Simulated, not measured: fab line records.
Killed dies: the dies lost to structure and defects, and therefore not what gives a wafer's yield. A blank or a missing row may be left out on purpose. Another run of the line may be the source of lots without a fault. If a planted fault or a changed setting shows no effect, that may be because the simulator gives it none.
fab line records    flow n5Finfet
[record] lots = 5  wafers = 15  lastDay = 22
route steps=1938 shown BEOL_M4@1099 BEOL_M5@1112 BEOL_M13@1696 PASSIVATION@1936
lots with no fault: from the same line, run without faults
startH: the number of hours between the record's first day and the start of the first shown wafer of the lot    waitH: how many hours have passed since the lot's step before this one    " the same as in the row above    L1.1+2: one row covering several wafers at once    - no value, or no start was given    * or withheld: withheld    < > ~ a bound
route shown NAME@n: names a module that has steps shown in the file, with the first one's number in the route    usual: average and standard deviation across the fault-free wafers    same: alike in all rows    chamber/n: place in a boat    sites: per-site readings    _std_site: standard deviation across them    _edge_site: the outer-site mean with the inner-site mean subtracted    radiusMm: how far each site lies from the wafer's centre    mask NAME#n: copy n    behind: tool/chamber where the wafer was last shaped    hold: cause of the lot's hold/its duration in hours/its outcome    device: the n, p or np transistor that did not switch    end of line: tests of these same wafers at the route's end    step lacking rows: just its recipe    killed: not the wafer's yield, but the dies lost to structure and defects at the first sort    map: a wafer's dies, marking killed ones x, the rest . and places with no die _
set.NAME: setting as actually run; set.NAME@STEP: the setting as run at that earlier step    model.NAME: the simulator's own value behind a step, which no gauge read
lots seen at some steps along the route; tables by step, rows by wafer
services: the hour from which a tool's chamber was out of use, counted from the record's first day as startH (under 0 if before that day), plus the number of hours and why
[[steps]]
[step N5_BEOL_M4_ANNEAL_95]
[recipe] tempC = 400  timeS = 240  ambient = vacuum
[step N5_BEOL_M4_SPUTTER_96]
[recipe] material = Cu  targetThkA = 45  tempC = -20  chamberPressurePa = 0.07  powerW = withheld  timeS = 8.29
[step N5_BEOL_M4_ECD_50]
[recipe] material = Cu  targetThkA = 3000
[step N5_BEOL_M4_ANNEAL_51]
[recipe] tempC = 225  timeS = 90  ambient = N2
[step N5_BEOL_M4_CMP_52]
[recipe] stopOn = SiOC  tOverpolishS = 6.8  downForcePsi = 1  platenRpm = 50  clearingPlatenDownForcePsi = 1.5  clearingPlatenRpm = 50  postCmpClean = cuAlkaline  targetThkNm = 40  clearingPlatenPadVelocityMS = 0.99484  padVelocityMS = 0.99484
[step N5_BEOL_M4_PRE_CLEAN_60]
[recipe] gas = NH3/H2  timeS = 15  tempC = *  rfPowerW = 300
[step N5_BEOL_M4_CO_CAP_55]
[recipe] material = Co  targetThkA = 20  tempC = 200  precursor = CCTBA/H2  pressureTorr = 30  timeS = 102.1
[step N5_BEOL_M4_PRE_CLEAN_56]
[recipe] gas = NH3  timeS = 15  tempC = withheld  rfPowerW = 300
[step N5_BEOL_M4_DEP_57]
[recipe] material = SiCN  targetThkA = 80  tempC = withheld  precursor = 3MS/NH3  pressureTorr = 3  rfW = 202  timeS = 14
[step N5_BEOL_M4_RC_MEAS_101]
[usual] DIBL_N = 36.3/1.1  DIBL_P = 36.3/1.4  IOFF_N = 0.155/0.019  IOFF_P = 0.211/0.027  ION_N = 672/8.5  ION_P = 462/5.8  SS_N = 71.5/0.56  SS_P = 73.3/0.52  VT_N = 249.9/2.5  VT_P = -249.8/2.8
lot.wafer  tool       chamber  startH  waitH  DIBL_N[mV/V]  DIBL_P[mV/V]  IOFF_N[nA/um]  IOFF_P[nA/um]  ION_N[uA/um]  ION_P[uA/um]  SS_N[mV/dec]  SS_P[mV/dec]  VT_N[mV]  VT_P[mV]
L914.1     prober-02  0        354.88  0.0    35.3          34.7          0.149          0.230          675           468           71.3          72.3          248.8     -244.9
L914.3     "          0        "       "      34.4          33.6          0.127          0.205          668           465           71.0          73.2          250.5     -245.8
L914.4     "          0        "       "      37.8          37.0          0.181          0.268          672           468           72.1          74.3          245.3     -246.3
L923.1     prober-02  0        364.38  0.0    35.9          34.7          0.147          0.209          663           460           72.1          73.2          251.5     -247.4
L923.2     "          0        "       "      38.3          37.1          0.191          0.245          680           464           72.3          73.6          247.8     -247.4
L923.6     "          0        "       "      36.6          35.4          0.158          0.219          677           466           72.4          73.8          249.6     -251.6
L917.4     prober-01  0        376.75  0.5    35.4          34.8          0.151          0.195          681           464           71.3          73.0          250.4     -250.3
L917.5     "          0        "       "      36.7          36.3          0.170          0.219          685           466           71.9          73.4          247.7     -248.3
L917.6     "          0        "       "      36.6          36.2          0.169          0.214          684           467           71.5          73.8          248.6     -247.7
L918.3     prober-02  0        385.66  0.3    37.1          35.5          0.140          0.194          659           458           71.6          73.0          252.5     -250.8
L918.4     "          0        "       "      36.8          34.6          0.135          0.191          673           461           71.3          73.1          251.9     -252.1
L918.6     "          0        "       "      37.7          36.3          0.159          0.218          675           465           71.8          73.4          251.1     -248.3
L908.2     prober-02  0        399.79  0.2    37.0          38.3          0.162          0.214          675           466           71.3          73.5          246.4     -249.6
L908.4     "          0        "       "      33.6          32.5          0.105          0.142          658           454           70.4          72.8          255.7     -256.8
L908.5     "          0        "       "      34.7          34.7          0.118          0.173          652           458           70.4          73.1          253.0     -253.3
[step N5_BEOL_M5_ILD_DEP_00]
[recipe] material = SiCOH_lowk  targetThkA = 1406.4  tempC = 300  precursor = DEMS/porogen  pressureTorr = 5  rfW = 500  timeS = 25.9
[step N5_BEOL_M5_CURE_79]
[recipe] tempC = 385  timeS = 240  ambient = He/Ar  material = SiCOH_lowk
[step N5_BEOL_M5_PECVD_70]
[recipe] material = SiO2  targetThkA = 160  tempC = 400  precursor = TEOS/O2  pressureTorr = 5.5  rfW = 450  teosFlowSccm = 53.8  gas = O2  flowSccm = 3000  timeS = 18
[step N5_BEOL_M5_HM_DEP_02]
[recipe] material = TiN  targetThkA = 200  tempC = 25  chamberPressurePa = 0.49996
[step N5_BEOL_M5_COAT_59]
[recipe] resist = SOC  tempC = 250  timeS = 60  spinRpm = 1500  resistThkNm = 60
[step N5_BEOL_M5_COAT_60]
[recipe] resist = SiARC  tempC = 220  timeS = 60  spinRpm = 1500  resistThkNm = 12
[step N5_BEOL_M5_COAT_71]
[recipe] resist = underlayer  tempC = 205  timeS = 60  spinRpm = 1500  resistThkNm = 5
[step N5_BEOL_M5_COAT_05]
[recipe] resist = CAR-EUV  spinRpm = 1500  resistThkNm = 30
[step N5_BEOL_M5_EBR_07]
[recipe] solvent = PGMEA  ebrWidthMm = 1.5
[step N5_BEOL_M5_SOFTBAKE_06]
[recipe] tempC = 110  timeS = 60  resist = CAR-EUV
[step N5_BEOL_M5_EXPOSE_08]
[recipe] maskId = M5  na = 0.33  sourceShape = annular  sigmaInner = 0.4  sigmaOuter = 0.8  polarization = unpolarized  targetCdNm = 28  doseMj = 35.75
[step N5_BEOL_M5_PEB_09]
[recipe] pebTempC = 100  pebTimeS = 60  resist = CAR-EUV
[step N5_BEOL_M5_DEVELOP_10]
[recipe] developTimeS = 30  developer = TMAH  resist = CAR-EUV  rinseLiquid = surfactantRinse  dry = airSpin  devTempC = 23
[step N5_BEOL_M5_DESCUM_16]
[recipe] chemistry = O2  timeS = 7  sourcePowerW = 50  biasPowerW = 20  pressureMtorr = 20  rfFrequencyHz = 2.712e+07  tempC = 40  resist = CAR-EUV  o2FlowSccm = 225
[step N5_BEOL_M5_ETCH_72]
[recipe] chemistry = N2/H2  target = underlayer  targetDepthA = 65  maskMaterial = CAR-EUV  timeS = 5.2  ionEnergyEv = 200  pressureMtorr = 30  sourceW = 840  biasW = 150  n2FlowSccm = 200  h2FlowSccm = 200  ends = cleared
[step N5_BEOL_M5_ETCH_61]
[recipe] chemistry = CF4  target = SiARC  targetDepthA = 156  maskMaterial = CAR-EUV  timeS = 26  ionEnergyEv = 80  pressureMtorr = 40  sourceW = 545  biasW = 36  Ar_flow_sccm = 100  cf4FlowSccm = 100  ends = cleared
[step N5_BEOL_M5_ETCH_62]
[recipe] chemistry = N2/H2  target = SOC  targetDepthA = 750  overetchA = 150  maskMaterial = SiARC  tempC = 40  timeS = 112.5  ionEnergyEv = 200  pressureMtorr = 30  sourceW = 840  biasW = 150  n2FlowSccm = 200  h2FlowSccm = 200
[step N5_BEOL_M5_STRIP_63]
[recipe] chemistry = N2/H2  tempC = 40  n2FlowSccm = 200  h2FlowSccm = 200  rfFrequencyHz = 6e+07
[step N5_BEOL_M5_STRIP_73]
[recipe] chemistry = N2/H2  tempC = 40  n2FlowSccm = 200  h2FlowSccm = 200  rfFrequencyHz = 6e+07
[step N5_BEOL_M5_STRIP_64]
[recipe] chemistry = CF4  resist = SiARC  powerW = 300  biasPowerW = 75  pressureMtorr = 50  cf4FlowSccm = 150  rfFrequencyHz = 6e+07
[step N5_BEOL_M5_HM_OPEN_17]
[recipe] chemistry = Cl2/BCl3  targetDepthA = 200  overetchA = 60  target = TiN  maskMaterial = SOC  ionEnergyEv = 150  pressureMtorr = 10  icpW = 1000  biasW = 126  Cl2_flow_sccm = 53.25  bcl3FlowSccm = 21.75  Ar_flow_sccm = 25
[step N5_BEOL_M5_STRIP_19]
[recipe] chemistry = O2  powerW = 400  tempC = 40  pressureMtorr = 30  rfFrequencyHz = 6e+07  biasPowerW = 0  overashFraction = 0.2  o2FlowSccm = 225
[step N5_BEOL_M5_COAT_65]
[recipe] resist = SOC  tempC = 250  timeS = 60  spinRpm = 1500  resistThkNm = 60
[step N5_BEOL_M5_COAT_66]
[recipe] resist = SiARC  tempC = 220  timeS = 60  spinRpm = 1500  resistThkNm = 12
[step N5_BEOL_M13_TRENCH_ETCH_34]
[recipe] chemistry = C4F8/O2/Ar  target = SiOC  targetDepthA = 4134.7  maskMaterial = SOC  pressureMtorr = 30  sourceW = 3000  biasW = 700  Ar_flow_sccm = 400  C4F8_flow_sccm = 15  O2_flow_sccm = 8  heInnerTorr = 15  heOuterTorr = 30  timeS = 162.6  ionEnergyEv = 250
[usual] C4F8_flow_sccm = 15.00/0.041  O2_flow_sccm = 7.999/0.025  drypumpMotorCurrentA = 5.8/0.35  oesProductAu = 0.82/0.063  rfVppV = 666/3.1  showerheadPlenumPTorr = 3.43/0.11  throttleValvePct = 24.20/0.19
lot.wafer  tool        chamber  startH  waitH  C4F8_flow_sccm  O2_flow_sccm  drypumpMotorCurrentA  oesProductAu  rfHoursCounterH  rfVppV  showerheadPlenumPTorr  throttleValvePct  model.SiARC_of_BEOL_M13_COAT_66.thkNm
L914.1     rieDiel-06  1        432.62  0.0    -               -             -                     -             -                -       -                      -                 77.4
L914.3     "           0        "       "      -               -             -                     -             -                -       -                      -                 77.6
L914.4     "           2        "       "      -               -             -                     -             -                -       -                      -                 78
L923.1     rieDiel-06  0        446.15  0.0    15.00           8.024         6.5                   0.71          209              669     3.52                   24.22             0
L923.2     "           2        "       "      14.98           8.015         5.5                   0.74          173              664     3.42                   24.23             0
L923.6     "           1        "       "      14.95           8.010         6.3                   0.85          -                663     3.33                   24.34             0
L917.4     rieDiel-01  1        448.86  0.0    -               -             -                     -             -                -       -                      -                 76.8
L917.5     "           2        "       "      -               -             -                     -             -                -       -                      -                 76.8
L917.6     "           1        "       "      -               -             -                     -             -                -       -                      -                 76.8
L918.3     rieDiel-06  3        465.29  0.0    -               -             -                     -             -                -       -                      -                 77.4
L918.4     "           1        "       "      -               -             -                     -             -                -       -                      -                 77.8
L918.6     "           0        "       "      -               -             -                     -             -                -       -                      -                 78
L908.2     rieDiel-03  0        484.19  0.0    14.97           8.053         6.0                   0.77          123              663     3.31                   24.47             0
L908.4     "           2        "       "      15.03           8.042         5.9                   0.75          134              666     3.43                   24.29             0
L908.5     "           3        "       "      15.07           7.963         6.2                   0.73          -                661     3.27                   24.07             0
[step N5_BEOL_M13_OCD_MEAS_35]
[usual] trenchDepthNm = 414/5.7
lot.wafer  tool    chamber  startH  waitH  trenchDepthNm
L914.1     ocd-01  -        432.79  0.0    0
L914.3     "       -        "       "      0
L914.4     "       -        "       "      0
L923.1     ocd-02  -        446.32  0.0    409
L923.2     "       -        "       "      411
L923.6     "       -        "       "      417
L917.4     ocd-01  -        449.04  0.0    0
L917.5     "       -        "       "      0
L917.6     "       -        "       "      0
L918.3     ocd-02  -        465.47  0.0    0
L918.4     "       -        "       "      0
L918.6     "       -        "       "      0
L908.2     ocd-02  -        484.36  0.0    410
L908.4     "       -        "       "      411
L908.5     "       -        "       "      408
[step N5_BEOL_M13_CMP_49]
[recipe] stopOn = SiOC  tOverpolishS = 17.1  downForcePsi = 1  platenRpm = 50  clearingPlatenDownForcePsi = 1.5  clearingPlatenRpm = 50  postCmpClean = cuAlkaline  targetThkNm = 420  clearingPlatenPadVelocityMS = 0.99484  padVelocityMS = 0.99484
[usual] barrierFieldEndpointS = 30.4/0.66  motorCurrentA = 6.3/0.69  overpolishRunS = 17.102/0.0093  retainingRingPressureFrac = 1.000/0.005
lot.wafer  tool    chamber  startH  waitH  barrierFieldEndpointS  motorCurrentA  overpolishRunS  retainingRingPressureFrac  model.Cu_of_BEOL_M13_ECD_47.thkNm
L914.3     cmp-04  2        435.43  0.2    30.9                   6.2            17.107          0.987                      1.4
L914.1     "       3        "       "      31.7                   6.8            17.101          1.008                      1.4
L914.4     "       0        "       "      31.1                   5.7            17.115          0.998                      1.4
L923.2     cmp-02  2        453.36  0.3    30.2                   7.0            17.109          0.999                      415
L923.1     "       0        "       "      30.1                   5.8            17.104          1.002                      414.4
L923.6     "       2        "       "      29.7                   7.0            17.088          1.009                      422
L917.4     cmp-02  3        454.66  0.1    30.4                   5.0            17.095          1.003                      0
L917.6     "       3        "       "      30.0                   4.8            17.088          0.993                      0
L917.5     "       0        "       "      30.0                   5.9            17.093          0.999                      0
L918.3     cmp-04  2        467.36  0.2    30.0                   5.9            17.090          1.006                      0.8
L918.4     "       1        "       "      29.8                   7.0            17.101          0.994                      0
L918.6     "       2        "       "      29.9                   6.1            17.109          0.996                      0.4
L908.2     cmp-04  1        488.13  0.2    30.0                   7.4            17.116          0.997                      415.4
L908.4     "       3        "       "      30.0                   6.9            17.119          1.000                      415
L908.5     "       1        "       "      30.6                   7.1            17.115          0.992                      415.4
[step N5_PASSIVATION_PROBE_49]
[usual] defectLimitedYield = 91.4/1.2  killed_at_M0_to_M3 = 34/10  killed_at_M4_up = 14/5.1  killedAtContacts = 12/6.4  killedAtFrontEnd = 38/9.3  killedAtOther = 4/3  killedDies = 102/15  killedOnRim = 13/3.6  killedOpen = 67/12  killedShort = 33/6.9  sort_bin_5_function = 5.0/0.86  sort_bin_6_memory = 3.2/0.58  sortNPass = 1078/15  sortYieldPct = 91.4/1.2
[same] grossDies = 1180  killedAtBackSide = 0  sort_bin_4_leakage[%] = 0  sort_bin_8_speed[%] = 0
lot.wafer  tool       chamber  startH  waitH  defectLimitedYield[%]  killed_at_M0_to_M3  killed_at_M4_up  killedAtContacts  killedAtFrontEnd  killedAtOther  killedDies  killedOnRim  killedOpen  killedShort  sort_bin_5_function[%]  sort_bin_6_memory[%]  sortNPass  sortYieldPct[%]
L914.1     prober-02  -        468.63  0.2    0                      52                  1064             14                43                7              1180        152          77          46           95.5                    4.2                   0          0
L914.3     prober-02  -        468.73  0.3    0                      24                  1110             10                36                0              1180        152          53          29           97.1                    2.7                   0          0
L914.4     prober-02  -        468.78  0.4    0                      19                  1099             17                41                4              1180        152          54          31           97.4                    2.2                   0          0
L917.4     prober-01  -        485.69  0.2    0                      23                  1114             5                 37                1              1180        152          46          34           97.5                    2.1                   0          0
L917.5     prober-01  -        485.74  0.2    0                      37                  1090             5                 44                4              1180        152          73          33           96.8                    2.7                   0          0
L917.6     prober-01  -        485.79  0.3    0                      18                  1119             4                 34                5              1180        152          47          28           97.0                    2.8                   0          0
L918.3     prober-01  -        498.58  0.1    0                      26                  1118             3                 32                1              1180        152          59          26           96.7                    2.8                   0          0
L918.4     prober-01  -        498.63  0.2    0                      47                  1076             11                46                0              1180        152          88          27           96.4                    3.5                   0          0
L918.6     prober-01  -        498.73  0.3    0                      42                  1087             5                 44                2              1180        152          72          42           95.6                    3.6                   0          0
// killed by level:class
L914.1 BEOL_M13:areaEtch=1056 BEOL_M0_SAQP:geometricParticle:short=16 BEOL_M0_SAQP:geometricParticle:open=11 BEOL_M2:geometricParticle:open=11 MOL_CONTACT_COAG:geometricParticle:open=10 GATE_CUT:geometricParticle:short=9 FIN_SAQP:geometricParticle:open=8 STI_FIN_REVEAL:geometricParticle:open=7
L914.3 BEOL_M13:areaEtch=1097 MOL_CONTACT_COAG:geometricParticle:open=8 FIN_SAQP:geometricParticle:open=7 STI_FIN_REVEAL:geometricParticle:open=7 FIN_SAQP:geometricParticle:short=5 BEOL_M2:geometricParticle:open=5 GATE_CUT:geometricParticle:short=4 BEOL_M3:geometricParticle:open=4
L914.4 BEOL_M13:areaEtch=1094 MOL_CONTACT_COAG:geometricParticle:open=12 GATE_CUT:geometricParticle:short=10 FIN_SAQP:geometricParticle:open=5 STI_FIN_REVEAL:geometricParticle:open=5 MOL_CONTACT_COAG:geometricParticle:short=5 BEOL_M0_SAQP:geometricParticle:short=5 FIN_SAQP:geometricParticle:short=4
L917.4 BEOL_M13:areaEtch=1099 FIN_SAQP:geometricParticle:short=8 BEOL_M0_SAQP:geometricParticle:short=8 DUMMY_GATE:geometricParticle:open=6 FIN_SAQP:geometricParticle:open=5 BEOL_M4:geometricParticle:open=5 BEOL_M3:geometricParticle:open=5 BEOL_M2:geometricParticle:open=5
L917.5 BEOL_M13:areaEtch=1070 STI_FIN_REVEAL:geometricParticle:open=12 FIN_SAQP:geometricParticle:open=9 BEOL_M0_SAQP:geometricParticle:short=9 BEOL_M2:geometricParticle:open=9 BEOL_M4:geometricParticle:open=9 BEOL_M0_SAQP:geometricParticle:open=8 FIN_SAQP:geometricParticle:short=7
L917.6 BEOL_M13:areaEtch=1103 BEOL_M4:geometricParticle:open=9 FIN_SAQP:geometricParticle:open=5 FIN_SAQP:geometricParticle:short=5 FIN_CUT:geometricParticle:short=4 BEOL_M2:geometricParticle:open=4 BEOL_M0_SAQP:geometricParticle:open=4 FIN_CUT:geometricParticle:open=3
L918.3 BEOL_M13:areaEtch=1094 STI_FIN_REVEAL:geometricParticle:open=10 BEOL_M4:geometricParticle:open=10 BEOL_M0_SAQP:geometricParticle:open=8 BEOL_M0_SAQP:geometricParticle:short=7 DUMMY_GATE:geometricParticle:open=7 STI_FIN_REVEAL:geometricParticle:short=4 BEOL_M2:geometricParticle:open=4
L918.4 BEOL_M13:areaEtch=1059 STI_FIN_REVEAL:geometricParticle:open=21 BEOL_M3:geometricParticle:open=20 BEOL_M0_SAQP:geometricParticle:open=12 STI_FIN_REVEAL:geometricParticle:short=8 MOL_CONTACT_COAG:geometricParticle:open=8 BEOL_M15:coatMicrobubblePrinted=5 FIN_SAQP:geometricParticle:open=4
L918.6 BEOL_M13:areaEtch=1062 BEOL_M0_SAQP:geometricParticle:short=11 STI_FIN_REVEAL:geometricParticle:open=7 DUMMY_GATE:geometricParticle:open=7 BEOL_M0_SAQP:geometricParticle:open=7 BEOL_M1:geometricParticle:open=7 BEOL_M4:geometricParticle:open=7 GATE_CUT:geometricParticle:open=6
// map L914.1 (x killed, . not)
_________________xxxxxxxxxxxx________________
______________xxxxxxxxxxxxxxxxxx_____________
___________xxxxxxxxxxxxxxxxxxxxxxxx__________
__________xxxxxxxxxxxxxxxxxxxxxxxxxx_________
________xxxxxxxxxxxxxxxxxxxxxxxxxxxxxx_______
_______xxxxxxxxxxxxxxxxxxxxxxxxxxxxxxxx______
______xxxxxxxxxxxxxxxxxxxxxxxxxxxxxxxxxx_____
_____xxxxxxxxxxxxxxxxxxxxxxxxxxxxxxxxxxxx____
____xxxxxxxxxxxxxxxxxxxxxxxxxxxxxxxxxxxxxx___
___xxxxxxxxxxxxxxxxxxxxxxxxxxxxxxxxxxxxxxxx__
___xxxxxxxxxxxxxxxxxxxxxxxxxxxxxxxxxxxxxxxx__
__xxxxxxxxxxxxxxxxxxxxxxxxxxxxxxxxxxxxxxxxxx_
__xxxxxxxxxxxxxxxxxxxxxxxxxxxxxxxxxxxxxxxxxx_
_xxxxxxxxxxxxxxxxxxxxxxxxxxxxxxxxxxxxxxxxxxxx
_xxxxxxxxxxxxxxxxxxxxxxxxxxxxxxxxxxxxxxxxxxxx
_xxxxxxxxxxxxxxxxxxxxxxxxxxxxxxxxxxxxxxxxxxxx
_xxxxxxxxxxxxxxxxxxxxxxxxxxxxxxxxxxxxxxxxxxxx
_xxxxxxxxxxxxxxxxxxxxxxxxxxxxxxxxxxxxxxxxxxxx
_xxxxxxxxxxxxxxxxxxxxxxxxxxxxxxxxxxxxxxxxxxxx
_xxxxxxxxxxxxxxxxxxxxxxxxxxxxxxxxxxxxxxxxxxxx
_xxxxxxxxxxxxxxxxxxxxxxxxxxxxxxxxxxxxxxxxxxxx
__xxxxxxxxxxxxxxxxxxxxxxxxxxxxxxxxxxxxxxxxxx_
__xxxxxxxxxxxxxxxxxxxxxxxxxxxxxxxxxxxxxxxxxx_
___xxxxxxxxxxxxxxxxxxxxxxxxxxxxxxxxxxxxxxxx__
___xxxxxxxxxxxxxxxxxxxxxxxxxxxxxxxxxxxxxxxx__
____xxxxxxxxxxxxxxxxxxxxxxxxxxxxxxxxxxxxxx___
_____xxxxxxxxxxxxxxxxxxxxxxxxxxxxxxxxxxxx____
______xxxxxxxxxxxxxxxxxxxxxxxxxxxxxxxxxx_____
_______xxxxxxxxxxxxxxxxxxxxxxxxxxxxxxxx______
________xxxxxxxxxxxxxxxxxxxxxxxxxxxxxx_______
__________xxxxxxxxxxxxxxxxxxxxxxxxxx_________
___________xxxxxxxxxxxxxxxxxxxxxxxx__________
______________xxxxxxxxxxxxxxxxxx_____________
_________________xxxxxxxxxxxx________________
// map L917.4 (x killed, . not)
_________________xxxxxxxxxxxx________________
______________xxxxxxxxxxxxxxxxxx_____________
___________xxxxxxxxxxxxxxxxxxxxxxxx__________
__________xxxxxxxxxxxxxxxxxxxxxxxxxx_________
________xxxxxxxxxxxxxxxxxxxxxxxxxxxxxx_______
_______xxxxxxxxxxxxxxxxxxxxxxxxxxxxxxxx______
______xxxxxxxxxxxxxxxxxxxxxxxxxxxxxxxxxx_____
_____xxxxxxxxxxxxxxxxxxxxxxxxxxxxxxxxxxxx____
____xxxxxxxxxxxxxxxxxxxxxxxxxxxxxxxxxxxxxx___
___xxxxxxxxxxxxxxxxxxxxxxxxxxxxxxxxxxxxxxxx__
___xxxxxxxxxxxxxxxxxxxxxxxxxxxxxxxxxxxxxxxx__
__xxxxxxxxxxxxxxxxxxxxxxxxxxxxxxxxxxxxxxxxxx_
__xxxxxxxxxxxxxxxxxxxxxxxxxxxxxxxxxxxxxxxxxx_
_xxxxxxxxxxxxxxxxxxxxxxxxxxxxxxxxxxxxxxxxxxxx
_xxxxxxxxxxxxxxxxxxxxxxxxxxxxxxxxxxxxxxxxxxxx
_xxxxxxxxxxxxxxxxxxxxxxxxxxxxxxxxxxxxxxxxxxxx
_xxxxxxxxxxxxxxxxxxxxxxxxxxxxxxxxxxxxxxxxxxxx
_xxxxxxxxxxxxxxxxxxxxxxxxxxxxxxxxxxxxxxxxxxxx
_xxxxxxxxxxxxxxxxxxxxxxxxxxxxxxxxxxxxxxxxxxxx
_xxxxxxxxxxxxxxxxxxxxxxxxxxxxxxxxxxxxxxxxxxxx
_xxxxxxxxxxxxxxxxxxxxxxxxxxxxxxxxxxxxxxxxxxxx
__xxxxxxxxxxxxxxxxxxxxxxxxxxxxxxxxxxxxxxxxxx_
__xxxxxxxxxxxxxxxxxxxxxxxxxxxxxxxxxxxxxxxxxx_
___xxxxxxxxxxxxxxxxxxxxxxxxxxxxxxxxxxxxxxxx__
___xxxxxxxxxxxxxxxxxxxxxxxxxxxxxxxxxxxxxxxx__
____xxxxxxxxxxxxxxxxxxxxxxxxxxxxxxxxxxxxxx___
_____xxxxxxxxxxxxxxxxxxxxxxxxxxxxxxxxxxxx____
______xxxxxxxxxxxxxxxxxxxxxxxxxxxxxxxxxx_____
_______xxxxxxxxxxxxxxxxxxxxxxxxxxxxxxxx______
________xxxxxxxxxxxxxxxxxxxxxxxxxxxxxx_______
__________xxxxxxxxxxxxxxxxxxxxxxxxxx_________
___________xxxxxxxxxxxxxxxxxxxxxxxx__________
______________xxxxxxxxxxxxxxxxxx_____________
_________________xxxxxxxxxxxx________________
[[services]]
tool        chamber  startH  hours  kind
cmp-04      -        410.30  0.6    repair
rieDiel-01  -        424.75  0.6    repair
cmp-02      -        434.92  0.9    repair
cmp-04      -        435.98  3.0    pm
cmp-04      -        453.98  4.5    repair
[[key]]
[firstSign] step = N5_BEOL_M13_TRENCH_ETCH_34  reading = toolRecord  direction = missing
[effect] step = N5_BEOL_M13_OCD_MEAS_35  reading = trenchDepthNm  direction = down  sigmas = 73  usual = 414  struck = 0
[effect] step = N5_PASSIVATION_PROBE_49  reading = killed_at_M4_up  direction = up  sigmas = 99+  usual = 14  struck = 1097
[modelEffect] step = N5_BEOL_M13_TRENCH_ETCH_34  value = SiARC_of_BEOL_M13_COAT_66.thkNm  without = 0  struck = 77.4
[modelEffect] step = N5_BEOL_M13_CMP_49  value = Cu_of_BEOL_M13_ECD_47.thkNm  without = 420.7  struck = 0.6
[moreKillsBornAt] N5_BEOL_M13_TRENCH_ETCH_34@rieDiel-06 = 6462  N5_BEOL_M13_TRENCH_ETCH_34@rieDiel-01 = 3272
metAt N5_BEOL_M13_TRENCH_ETCH_34
struckWafers L914.1,L914.3,L914.4,L917.4,L917.5,L917.6,L918.3,L918.4,L918.6
laterRowsLeftOut L914.1,L914.3,L914.4,L917.4,L917.5,L917.6,L918.3,L918.4,L918.6
[fault] kind = skippedStepWhole  tool = rieDiel-01,rieDiel-06  chamber = -  onsetH = 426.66  steps = N5_BEOL_M13_TRENCH_ETCH_34  scope = struckLotsOnly
// laterRowsLeftOut: the simulator's readings of these wafers behind a module that went badly wrong aren't trusted and aren't shown, but for the sort
